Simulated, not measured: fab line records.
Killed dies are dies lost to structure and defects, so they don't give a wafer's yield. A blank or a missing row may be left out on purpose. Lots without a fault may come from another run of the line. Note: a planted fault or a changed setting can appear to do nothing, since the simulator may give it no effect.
fab line records    flow nand_harc
record: lots: 7  wafers: 18  last_day: 32
route steps=1302 shown A_CONTACT@1089 END@1302
lots that met no fault: taken from a fault-free run of the same line
start_h: start of the lot's first displayed wafer, in hours after the record's first day    wait_h: hours elapsed since this lot's preceding step    " the same as in the row above    L1.1+2: one row covering several wafers at once    - no value, or no start given    * or withheld: withheld    < > ~ a bound
route shown NAME@n: names a module that has steps shown in the file, with the first one's number in the route    usual: mean/standard deviation of fault-free wafers    same: alike in all rows    chamber/n: place in a boat    sites: per-site readings    _std_site: standard deviation across them    _edge_site: mean of outer sites minus mean of inner sites    radius_mm: how far each site lies from the wafer's centre    mask NAME#n: copy n    behind: tool/chamber where the wafer was last shaped    hold: cause of the lot's hold/its duration in hours/its outcome    device: the transistor (n, p or np) that didn't switch    end of line: tests run on the same wafers once the route is complete    a step without rows: its recipe alone    killed: at the first sort, the dies lost to defects and structure; wafer yield is something else    map: the dies of a wafer, with x for killed, . for not killed, _ for no die there
set.NAME: the setting that was run; set.NAME@STEP: the one run at that earlier step    model.NAME: the simulator's own value behind a step, which no gauge read
a table for each step, a row for each wafer; lots at some steps of the route
services: a tool's chamber out of use, with start hour (start_h, from the record's first day; less than 0 if before it), hours out, and reason
== steps ==
step: NHARC_A_CONTACT_ETCH_137
recipe: source_w: withheld  pressure_mtorr: 20  bias_v: 1200  time_s: 311  target_depth_a: 19120  ar_flow_sccm: withheld  c4f8_flow_sccm: withheld  o2_flow_sccm: withheld  chemistry: C4F8/O2/Ar
lot.wafer  tool             chamber  start_h  wait_h  rf_hours_counter_h
L664.3     har_cap_etch-01  0        613.24   0.2     -
L664.4     "                1        "        "       -
L664.5     "                1        "        "       -
L665.2     har_cap_etch-03  0        616.23   0.2     63
L665.3     "                1        "        "       -
L665.5     "                1        "        "       -
L663.1     har_cap_etch-02  0        618.52   0.2     108
L663.5     "                0        "        "       -
L663.6     "                1        "        "       -
L667.4     har_cap_etch-02  1        644.76   0.2     -
L667.6     "                1        "        "       -
L667.5     "                0        "        "       -
L670.4     har_cap_etch-03  1        676.18   0.2     -
L670.5     "                0        "        "       -
L671.3     har_cap_etch-01  0        697.31   0.2     -
L671.6     "                1        "        "       -
L673.3     har_cap_etch-03  0        701.34   0.2     -
L673.5     "                1        "        "       -
step: NHARC_A_CONTACT_ETCH_138
recipe: source_w: withheld  pressure_mtorr: 20  bias_v: 1200  time_s: 311  target_depth_a: 19140  ar_flow_sccm: withheld  c4f8_flow_sccm: withheld  o2_flow_sccm: withheld  chemistry: C4F8/O2/Ar
step: NHARC_A_CONTACT_ETCH_139
recipe: source_w: withheld  pressure_mtorr: 20  bias_v: 400  time_s: 195  target_depth_a: 8400  ar_flow_sccm: withheld  c4f8_flow_sccm: 11.5  o2_flow_sccm: 7.2  chemistry: C4F8/O2/Ar
step: NHARC_A_CONTACT_ETCH_92
recipe: target_depth_a: 400  over_etch_frac: 0.5  time_s: 85.7  ion_energy_ev: 120  ch3f_flow_sccm: 50  o2_flow_sccm: 30  ar_flow_sccm: 200  rf_w: 500  bias_w: 100  chemistry: CH3F/O2
usual: drypump_motor_current_A: 5.9/0.42  oes_product_au: 0.935/0.024  rf_vpp_V: 244.5/1.6  showerhead_plenum_p_Torr: 2.48/0.098  throttle_valve_pct: 20.664/0.0087
lot.wafer  tool         chamber  start_h  wait_h  drypump_motor_current_A  oes_product_au  rf_hours_counter_h  rf_vpp_V  showerhead_plenum_p_Torr  throttle_valve_pct
L664.3     rie_diel-07  3        614.27   0.4     5.9                      0.937           49                  243.2     2.32                      20.658
L664.4     "            0        "        "       6.4                      0.933           44                  240.4     2.27                      20.650
L664.5     "            3        "        "       5.8                      0.924           -                   242.7     2.32                      20.670
L665.3     rie_diel-04  0        617.29   0.4     5.4                      0.919           23                  247.2     2.65                      20.653
L665.2     "            2        "        "       6.0                      0.926           23                  241.0     2.31                      20.677
L665.5     "            1        "        "       4.9                      0.925           -                   243.6     2.34                      20.659
L663.1     rie_diel-12  1        619.66   0.5     5.7                      0.934           25                  245.9     2.57                      20.655
L663.5     "            3        "        "       6.6                      0.933           -                   245.2     2.52                      20.662
L663.6     "            0        "        "       6.0                      0.919           -                   245.8     2.45                      20.676
L667.4     rie_diel-12  1        645.81   0.5     5.7                      0.920           1                   246.4     2.57                      20.667
L667.6     "            2        "        "       5.6                      0.942           -                   243.7     2.44                      20.669
L667.5     "            3        "        "       6.6                      0.918           -                   243.9     2.52                      20.670
L670.4     rie_diel-07  2        677.24   0.5     6.2                      0.927           7                   247.6     2.63                      20.667
L670.5     "            3        "        "       5.9                      0.925           -                   241.2     2.31                      20.673
L671.3     rie_diel-07  1        698.36   0.5     5.4                      0.992           14                  244.1     2.49                      20.648
L671.6     "            3        "        "       5.8                      1.008           -                   241.5     2.31                      20.662
L673.3     rie_diel-04  2        702.37   0.4     6.0                      0.929           54                  242.4     2.30                      20.660
L673.5     "            1        "        "       4.9                      0.916           -                   244.3     2.33                      20.660
step: NHARC_A_CONTACT_ETCH_98
recipe: target_depth_a: 200  over_etch_frac: 0.5  time_s: 10  ion_energy_ev: 250  c4f6_flow_sccm: 25  o2_flow_sccm: 20  ar_flow_sccm: 500  rf_w: 600  bias_w: 500  chemistry: C4F6/O2
usual: drypump_motor_current_A: 5.9/0.43  oes_product_au: 0.955/0.019  rf_vpp_V: 548/3  showerhead_plenum_p_Torr: 3.96/0.14  throttle_valve_pct: 26.903/0.0099
lot.wafer  tool         chamber  start_h  wait_h  drypump_motor_current_A  oes_product_au  rf_hours_counter_h  rf_vpp_V  showerhead_plenum_p_Torr  throttle_valve_pct
L664.3     rie_diel-07  2        -        -       6.2                      0.947           58                  552       4.19                      26.904
L664.4     "            0        "        "       6.5                      0.969           44                  540       3.64                      26.909
L664.5     "            2        "        "       6.2                      0.946           -                   553       4.19                      26.905
L665.2     rie_diel-04  0        -        -       5.4                      0.943           23                  554       4.21                      26.914
L665.3     "            1        "        "       4.9                      0.949           24                  544       3.75                      26.900
L665.5     "            3        "        "       5.4                      0.937           -                   545       3.82                      26.896
L663.1     rie_diel-12  3        -        -       6.6                      0.955           25                  548       4.01                      26.893
L663.6     "            2        "        "       5.6                      0.944           -                   547       3.89                      26.913
L663.5     "            3        "        "       6.5                      0.950           -                   548       4.01                      26.909
L667.4     rie_diel-12  3        -        -       6.6                      0.956           2                   550       4.01                      26.888
L667.6     "            0        "        "       6.1                      0.945           -                   546       3.91                      26.882
L667.5     "            1        "        "       5.7                      0.933           -                   551       4.09                      26.897
L670.4     rie_diel-07  2        -        -       6.2                      0.930           7                   552       4.18                      26.902
L670.5     "            3        "        "       5.9                      0.952           -                   541       3.70                      26.915
L671.3     rie_diel-07  3        -        -       5.9                      1.005           14                  543       3.70                      26.901
L671.6     "            2        "        "       6.2                      1.002           -                   553       4.18                      26.918
L673.3     rie_diel-04  3        -        -       5.5                      0.945           55                  546       3.80                      26.897
L673.5     "            1        "        "       4.9                      0.953           -                   543       3.73                      26.903
step: NHARC_A_CONTACT_CD_MEAS_15
usual: cd_nm: 190.0/0.59
lot.wafer  tool       chamber  start_h  wait_h  cd_nm
L664.3     cd_sem-02  -        614.49   -       190.9
L664.4     "          -        "        "       190.5
L664.5     "          -        "        "       191.0
L665.2     cd_sem-03  -        617.51   -       189.8
L665.3     "          -        "        "       189.5
L665.5     "          -        "        "       190.2
L663.1     cd_sem-01  -        619.85   -       189.7
L663.5     "          -        "        "       190.0
L663.6     "          -        "        "       189.8
L667.4     cd_sem-02  -        646.00   -       189.9
L667.5     "          -        "        "       190.2
L667.6     "          -        "        "       190.1
L670.4     cd_sem-01  -        677.43   -       189.8
L670.5     "          -        "        "       190.6
L671.3     cd_sem-02  -        698.54   -       190.8
L671.6     "          -        "        "       190.2
L673.3     cd_sem-01  -        702.57   -       189.1
L673.5     "          -        "        "       188.9
step: NHARC_A_CONTACT_STRIP_107
recipe: n2_flow_sccm: 150  h2_flow_sccm: 150  ar_flow_sccm: 0  bias_w: 0  chemistry: N2/H2
step: NHARC_A_CONTACT_STRIP_108
recipe: cf4_flow_sccm: 100  chf3_flow_sccm: 30  ar_flow_sccm: 0  bias_w: 0  chemistry: CF4/CHF3
step: NHARC_A_CONTACT_STRIP_109
recipe: o2_flow_sccm: 400  cos_flow_sccm: 20  ar_flow_sccm: 0  bias_w: 0  chemistry: O2/COS
step: NHARC_A_CONTACT_ETCH_110
recipe: target_depth_a: 600  overetch_a: 60  time_s: 33  ion_energy_ev: 100  cf4_flow_sccm: 80  o2_flow_sccm: 20  ar_flow_sccm: 0  rf_w: 300  bias_w: 100  chemistry: CF4/O2
usual: drypump_motor_current_A: 5.9/0.45  oes_product_au: 0.999/0.0068  rf_vpp_V: 197.9/1.4  showerhead_plenum_p_Torr: 1.34/0.052  throttle_valve_pct: 13.397/0.0082
lot.wafer  tool         chamber  start_h  wait_h  drypump_motor_current_A  oes_product_au  rf_hours_counter_h  rf_vpp_V  showerhead_plenum_p_Torr  throttle_valve_pct
L664.3     rie_diel-12  2        614.82   0.1     5.6                      1.009           25                  196.8     1.32                      13.394
L664.4     "            3        "        "       6.5                      1.001           25                  201.2     1.37                      13.397
L664.5     "            3        "        "       6.5                      0.992           -                   199.3     1.37                      13.386
L665.3     rie_diel-04  1        617.80   0.1     4.9                      0.991           24                  196.6     1.27                      13.395
L665.2     "            2        "        "       6.0                      1.004           23                  197.1     1.25                      13.391
L665.5     "            1        "        "       4.9                      1.002           -                   196.3     1.27                      13.395
L663.1     rie_diel-12  3        620.15   0.1     6.5                      1.001           25                  197.8     1.37                      13.392
L663.5     "            2        "        "       5.6                      0.998           -                   197.4     1.32                      13.395
L663.6     "            3        "        "       6.6                      0.996           -                   198.7     1.37                      13.398
L667.4     rie_diel-12  3        646.30   0.1     6.5                      1.002           2                   199.6     1.37                      13.393
L667.5     "            0        "        "       6.0                      0.994           -                   198.6     1.33                      13.394
L667.6     "            1        "        "       5.7                      0.990           -                   198.3     1.40                      13.396
L670.4     rie_diel-07  1        677.72   0.1     5.4                      0.991           6                   198.4     1.35                      13.391
L670.5     "            2        "        "       6.2                      0.994           -                   198.8     1.43                      13.423
L671.3     rie_diel-12  3        698.83   0.1     6.5                      0.995           13                  197.9     1.36                      13.407
L671.6     "            2        "        "       5.6                      1.016           -                   197.7     1.32                      13.414
L673.3     rie_diel-04  0        705.77   0.1     5.4                      0.993           56                  199.4     1.43                      13.391
L673.5     "            1        "        "       4.9                      0.996           -                   198.7     1.26                      13.400
step: NHARC_A_CONTACT_STRIP_26
recipe: o2_flow_sccm: 500  ar_flow_sccm: 0  bias_w: 0  chemistry: O2
step: NHARC_A_CONTACT_STRIP_27
recipe: time_s: 600  temp_c: 30  chemistry: post_etch_residue_remover
step: NHARC_A_CONTACT_ALD_18
recipe: target_thk_a: 30  pulse_time_s: 1  ald_cycles: 150  temp_c: 450  material: TiN
usual: ald_cycles: 150/0  heater_power_w: 1057/97  precursor_pulse_height_rel: 0.998/0.017  susceptor_temp_C: 450.00/0.23
lot.wafer  tool          chamber  start_h  wait_h  ald_cycles  heater_power_w  precursor_pulse_height_rel  susceptor_temp_C
L664.3     ald_metal-04  0        615.49   -       150         1209            0.973                       449.78
L664.4     "             1        "        "       150         946             1.004                       450.02
L664.5     "             0        "        "       150         1204            0.990                       449.88
L665.3     ald_metal-01  1        618.46   -       150         1040            0.992                       449.92
L665.2     "             3        "        "       150         913             0.989                       450.15
L665.5     "             1        "        "       150         1057            1.002                       450.09
L663.1     ald_metal-02  0        620.81   -       150         1156            1.005                       449.83
L663.5     "             3        "        "       150         1068            0.985                       449.78
L663.6     "             0        "        "       150         1131            1.028                       450.02
L667.4     ald_metal-02  1        646.99   -       150         1052            1.001                       449.75
L667.5     "             2        "        "       150         992             1.009                       449.59
L667.6     "             3        "        "       150         1084            1.005                       450.20
L670.4     ald_metal-02  1        678.40   -       134         1047            0.988                       450.39
L670.5     "             0        "        "       150         1121            0.975                       449.88
L671.3     ald_metal-02  3        699.53   -       134         1076            0.977                       450.02
L671.6     "             0        "        "       150         1136            0.996                       450.29
L673.3     ald_metal-02  3        706.48   -       134         1044            1.006                       450.38
L673.5     "             1        "        "       150         1038            0.994                       449.81
step: NHARC_A_CONTACT_CVD_19
recipe: target_thk_a: 3000  temp_c: 300  pressure_torr: 40  wf6_flow_sccm: 40  h2_flow_sccm: 1600  ar_flow_sccm: 1560  time_s: 802  material: W
usual: heater_power_w: 455/25  susceptor_temp_C: 300.01/0.19  throttle_valve_pct: 8.05/0.29
lot.wafer  tool      chamber  start_h  wait_h  heater_power_w  susceptor_temp_C  throttle_valve_pct
L664.4     cvd_w-01  0        -        -       455             -                 8.43
L664.3     "         1        "        "       461             -                 7.52
L664.5     "         1        "        "       443             -                 7.69
L665.2     cvd_w-02  1        -        -       488             -                 8.34
L665.3     "         0        "        "       422             -                 8.03
L665.5     "         0        "        "       438             -                 7.87
L663.1     cvd_w-01  0        -        -       454             299.95            8.38
L663.5     "         1        "        "       460             299.85            7.68
L663.6     "         0        "        "       466             300.09            8.51
L667.4     cvd_w-02  1        -        -       475             300.09            8.18
L667.6     "         0        "        "       417             299.82            7.60
L667.5     "         1        "        "       477             300.18            8.42
L670.4     cvd_w-02  1        -        -       490             299.94            8.29
L670.5     "         1        "        "       476             300.16            8.31
L671.3     cvd_w-01  1        -        -       454             299.94            7.68
L671.6     "         1        "        "       463             299.96            7.66
L673.3     cvd_w-02  1        -        -       481             -                 8.27
L673.5     "         0        "        "       410             -                 7.72
step: NHARC_END_SORT_01
recipe: temp_c: 25
usual: killed_at_array: 56/19  killed_at_other: 1.0/1.5  killed_at_periphery: 3.4/2.4  killed_dies: 60/19  killed_open: 3.3/1.8  killed_short: 2.4/1.7
same: gross_dies: 677
lot.wafer  tool       chamber  start_h  wait_h  killed_at_array  killed_at_other  killed_at_periphery  killed_dies  killed_open  killed_short
L664.3     prober-02  0        661.27   3.1     79               1                0                    80           3            0
L664.4     prober-02  0        662.07   3.4     75               1                1                    77           8            0
L664.5     prober-02  0        662.88   3.7     69               0                0                    69           1            1
L665.2     prober-02  0        668.29   2.8     75               0                1                    76           4            1
L665.3     prober-02  0        669.09   3.1     77               0                3                    80           7            5
L665.5     prober-02  0        670.68   3.7     64               1                0                    65           0            1
L667.4     prober-01  0        698.49   3.4     97               1                3                    101          3            3
L667.5     prober-01  0        699.28   3.7     87               0                3                    90           1            1
L667.6     prober-01  0        700.08   4.0     88               2                4                    94           4            1
L670.4     prober-01  0        726.27   3.4     51               1                5                    57           3            3
L671.3     prober-02  0        748.75   3.1     40               1                1                    42           3            2
killed by level:class
L664.3 A_CHANNEL_HOLE_D1:chamber_film_flake=39 A_SLIT:chamber_film_flake=18 A_CHANNEL_HOLE_D2:chamber_film_flake=6 A_CONTACT:chamber_film_flake=6 A_CHANNEL_HOLE_D2:unspecified=4 A_STAIRCASE:chamber_film_flake=2 A_CHANNEL_HOLE_D1:geometric_particle:open=1 A_BLC:geometric_particle:open=1
L664.4 A_CHANNEL_HOLE_D1:chamber_film_flake=32 A_SLIT:chamber_film_flake=21 A_CHANNEL_HOLE_D2:chamber_film_flake=4 A_ONON_D2:geometric_particle:open=3 A_CHANNEL_HOLE_D2:unspecified=3 A_CHANNEL_FILL_D1:geometric_particle:open=2 A_M0:geometric_particle:open=2 A_DECK1_JOINT:chamber_film_flake=2
L664.5 A_CHANNEL_HOLE_D1:chamber_film_flake=29 A_SLIT:chamber_film_flake=23 A_CHANNEL_HOLE_D2:chamber_film_flake=5 A_CONTACT:chamber_film_flake=3 A_DECK1_JOINT:chamber_film_flake=2 A_CHANNEL_HOLE_D2:unspecified=2 A_STAIRCASE:chamber_film_flake=2 A_WL_FILL:geometric_particle:short=1
L665.2 A_CHANNEL_HOLE_D1:chamber_film_flake=34 A_SLIT:chamber_film_flake=22 A_CONTACT:chamber_film_flake=5 A_BLC:chamber_film_flake=4 A_CHANNEL_HOLE_D2:chamber_film_flake=2 A_SOURCE_PLATE:geometric_particle:short=1 A_CHANNEL_HOLE_D1:geometric_particle:open=1 A_CHANNEL_FILL_D1:geometric_particle:open=1
L665.3 A_CHANNEL_HOLE_D1:chamber_film_flake=32 A_SLIT:chamber_film_flake=23 A_STAIRCASE:chamber_film_flake=3 A_CONTACT:chamber_film_flake=3 P_GATE:geometric_particle:short=2 A_ONON_D2:geometric_particle:short=2 A_ONON_D2:geometric_particle:open=2 A_CHANNEL_HOLE_D2:chamber_film_flake=2
L665.5 A_CHANNEL_HOLE_D1:chamber_film_flake=26 A_SLIT:chamber_film_flake=25 A_CONTACT:chamber_film_flake=5 A_STAIRCASE:chamber_film_flake=3 A_BLC:chamber_film_flake=2 A_WL_FILL:geometric_particle:short=1 A_CHANNEL_FILL_D1:chamber_film_flake=1 A_CHANNEL_FILL_D2:chamber_film_flake=1
L667.4 A_CHANNEL_HOLE_D1:chamber_film_flake=30 A_SLIT:chamber_film_flake=28 A_CHANNEL_HOLE_D2:chamber_film_flake=15 A_CONTACT:chamber_film_flake=14 A_STAIRCASE:chamber_film_flake=4 P_M1:chamber_film_flake=2 A_DECK1_JOINT:geometric_particle:open=1 A_DECK1_JOINT:geometric_particle:short=1
L667.5 A_CHANNEL_HOLE_D1:chamber_film_flake=34 A_SLIT:chamber_film_flake=22 A_CHANNEL_HOLE_D2:chamber_film_flake=14 A_CONTACT:chamber_film_flake=11 A_STAIRCASE:chamber_film_flake=4 P_ZERO_WELL:chamber_film_flake=2 A_ONON_D1:geometric_particle:short=1 A_ONON_D1:geometric_particle:open=1
L667.6 A_CHANNEL_HOLE_D1:chamber_film_flake=30 A_SLIT:chamber_film_flake=23 A_CHANNEL_HOLE_D2:chamber_film_flake=16 A_CONTACT:chamber_film_flake=11 A_STAIRCASE:chamber_film_flake=4 THIN_TSV:chamber_film_flake=2 P_GATE:geometric_particle:open=1 P_M1:geometric_particle:open=1
L670.4 A_SLIT:chamber_film_flake=28 A_CHANNEL_HOLE_D1:chamber_film_flake=9 A_CONTACT:chamber_film_flake=6 A_ONON_D2:geometric_particle:open=2 A_WL_FILL:geometric_particle:short=2 P_BONDPAD:chamber_film_flake=2 A_STAIRCASE:chamber_film_flake=2 P_CONTACT:geometric_particle:short=1
L671.3 A_SLIT:chamber_film_flake=18 A_CHANNEL_HOLE_D1:chamber_film_flake=9 A_CONTACT:chamber_film_flake=5 A_CHANNEL_FILL_D1:geometric_particle:short=2 A_CHANNEL_FILL_D2:geometric_particle:open=2 A_SGD_CUT:chamber_film_flake=2 P_CONTACT:geometric_particle:open=1 A_ZERO_WELL:chamber_film_flake=1
== services ==
tool             chamber  start_h  hours  kind
rie_diel-12      0        601.65   -      clean
rie_diel-12      1        601.65   -      clean
rie_diel-12      2        601.65   -      clean
rie_diel-12      3        601.65   -      clean
ald_metal-02     -        610.10   10.0   pm
rie_diel-12      -        622.56   9.0    pm
rie_diel-12      0        622.56   9.0    vent_cycle
rie_diel-12      1        622.56   9.0    vent_cycle
rie_diel-12      2        622.56   9.0    vent_cycle
rie_diel-12      3        622.56   9.0    vent_cycle
cvd_w-02         -        631.10   13.0   pm
rie_diel-12      0        631.56   -      clean
rie_diel-12      1        631.56   -      clean
rie_diel-12      2        631.56   -      clean
rie_diel-12      3        631.56   -      clean
rie_diel-07      -        648.24   9.0    pm
ald_metal-04     -        652.12   10.0   pm
cvd_w-01         0        664.89   7.7    repair
cvd_w-01         0        678.50   75.9   repair
ald_metal-02     -        678.89   2.3    repair
ald_metal-01     -        684.33   1.0    repair
ald_metal-01     0        691.91   46.5   repair
har_cap_etch-03  -        703.36   0.9    repair
ald_metal-01     -        704.00   10.0   pm
== key ==
first_sign: step: NHARC_A_CONTACT_ALD_18  reading: ald_cycles  direction: down  sigmas: 99+  usual: 150  struck: 134
effect none on later readings
met_at NHARC_A_CONTACT_ALD_18
struck_wafers L670.4,L671.3,L673.3
sort_left_out L673.3
tester_left_out L670,L671,L673
onset_between 646.99 678.40
fault: kind: process_parameter_drift  tool: ald_metal-02  chamber: -  onset_h: 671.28  steps: NHARC_A_CONTACT_ALD_18  channel: ald_cycles  offset: -16  shape: step  end_h: 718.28  scope: struck_wafers_only  acts_in: these_recipes_only  stated: 150
tester_left_out: of these lots the tester's yield and bins aren't shown, on N5 and GAA mostly nor the transistor test; their killed dies are dies lost to structure and defects alone, not to doping, threshold or leakage, so they don't give the yield
sort_left_out: the simulated sort isn't trusted on such a fault, so these wafers' sort isn't shown, and their yield isn't known
